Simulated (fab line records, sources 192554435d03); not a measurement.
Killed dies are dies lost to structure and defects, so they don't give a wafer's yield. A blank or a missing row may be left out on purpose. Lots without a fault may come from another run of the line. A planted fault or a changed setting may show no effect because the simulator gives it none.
One fault seen from 2 desks | flow n5_finfet | each desk has only its own numbers; what lay behind them comes last

THE TOOL OWNER'S DESK: rie_diel-01
The tool's own readings at N5_BEOL_M2_TRENCH_ETCH_37 (etches SiOC in C4F6/O2, target depth 55.555 nm, time 29.2 s): means of the sampled wafers that have a number, for each lot that ran on this tool. A lot is out of limits, marked OUT, if its mean lies more than 4 standard deviations from the usual mean; the brackets give that distance.
Columns: A = C4F6_flow_sccm at N5_BEOL_M2_TRENCH_ETCH_37, usual 9.999 sccm; B = drypump_motor_current_A at N5_BEOL_M2_TRENCH_ETCH_37, usual 5.6 A; C = oes_product_au at N5_BEOL_M2_TRENCH_ETCH_37, usual 0.80 a.u.; D = rf_vpp_V at N5_BEOL_M2_TRENCH_ETCH_37, usual 655 V; E = showerhead_plenum_p_Torr at N5_BEOL_M2_TRENCH_ETCH_37, usual 2.83 Torr; F = throttle_valve_pct at N5_BEOL_M2_TRENCH_ETCH_37, usual 20.74 %
lot  | first seen here | A      | B   | C    | D   | E    | F
L512 | day 7 19:26     | 9.999  | 5.6 | 0.80 | 653 | 2.93 | 20.63
L515 | day 8 12:59     | 9.999  | 5.8 | 0.88 | 656 | 2.79 | 20.77
L522 | day 10 08:28    | 10.029 | 5.8 | 0.78 | 664 | 2.73 | 20.77
L523 | day 10 11:16    | 9.998  | 5.7 | 0.57 | 652 | 2.87 | 20.80
This desk's finding: nothing out of limits on any of the 4 lots.

THE METROLOGY DESK
What the gauges read, lot by lot, whatever tool the lot ran on: means of the sampled wafers that have a number. A lot is out of limits, marked OUT, if its mean lies more than 4 standard deviations from the usual mean; the brackets give that distance. Of its 14 readings 7 are shown: the one that was out of limits first, and those that lie furthest out on some lot.
Columns: A = trench_depth_nm at N5_BEOL_M2_OCD_MEAS_38, usual 55.8 nm; B = cd_nm at N5_BEOL_M2_CD_MEAS_35, usual 18.2 nm; C = M2_THK at N5_BEOL_M2_THK_MEAS_53, usual 40.8 nm; D = M2_RS at N5_BEOL_M2_RS_MEAS_58, usual 0.67 ohm/sq; E = DIBL_P at N5_BEOL_M4_RC_MEAS_101, usual 36.1 mV/V; F = SS_P at N5_BEOL_M4_RC_MEAS_101, usual 73.2 mV/dec; G = VT_N at N5_BEOL_M4_RC_MEAS_101, usual 250 mV
lot  | first seen here | A              | B    | C              | D              | E    | F    | G
L509 | day 6 20:58     | 57.5           | 18.6 | 42.9           | 0.62           | 37.0 | 73.7 | 248
L512 | day 7 19:35     | 56.3           | 18.7 | 41.3           | 0.66           | 35.6 | 73.6 | 246
L515 | day 8 13:08     | 56.3           | 17.8 | 41.2           | 0.66           | 35.6 | 73.0 | 248
L522 | day 10 08:37    | 55.7           | 18.2 | 39.4           | 0.70           | 37.2 | 73.3 | 251
L523 | day 10 11:25    | 27.5 (-26) OUT | 17.5 | 12.9 (-15) OUT | 3.31 (+68) OUT | -    | -    | -
L526 | day 11 04:29    | 54.6           | 18.5 | 39.8           | 0.68           | 37.1 | 73.7 | 247
L529 | day 11 18:25    | 55.8           | 18.7 | 40.1           | 0.68           | 33.2 | 72.8 | 251
L531 | day 12 03:46    | 54.3           | 18.4 | 39.6           | 0.69           | 36.6 | 74.0 | 250
This desk's finding: out of limits on L523; first on L523, day 10 11:25 (trench_depth_nm at N5_BEOL_M2_OCD_MEAS_38). In limits: L509, L512, L515, L522, L526, L529, L531.

PUT TOGETHER
The metrology desk could have raised an alarm at day 10 11:25, on L523.
The tool owner's desk saw nothing out of limits.
The tool owner's desk has L523 on record, within its limits.
Of the lots named, all ran N5_BEOL_M2_TRENCH_ETCH_37 on rie_diel-01.

WHAT THE SIMULATOR HAD PUT IN
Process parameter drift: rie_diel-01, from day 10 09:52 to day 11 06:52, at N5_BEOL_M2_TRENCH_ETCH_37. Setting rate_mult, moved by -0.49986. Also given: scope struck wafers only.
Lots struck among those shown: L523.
Hours from the fault's start to each desk's first reading out of limits: the metrology desk, 2.
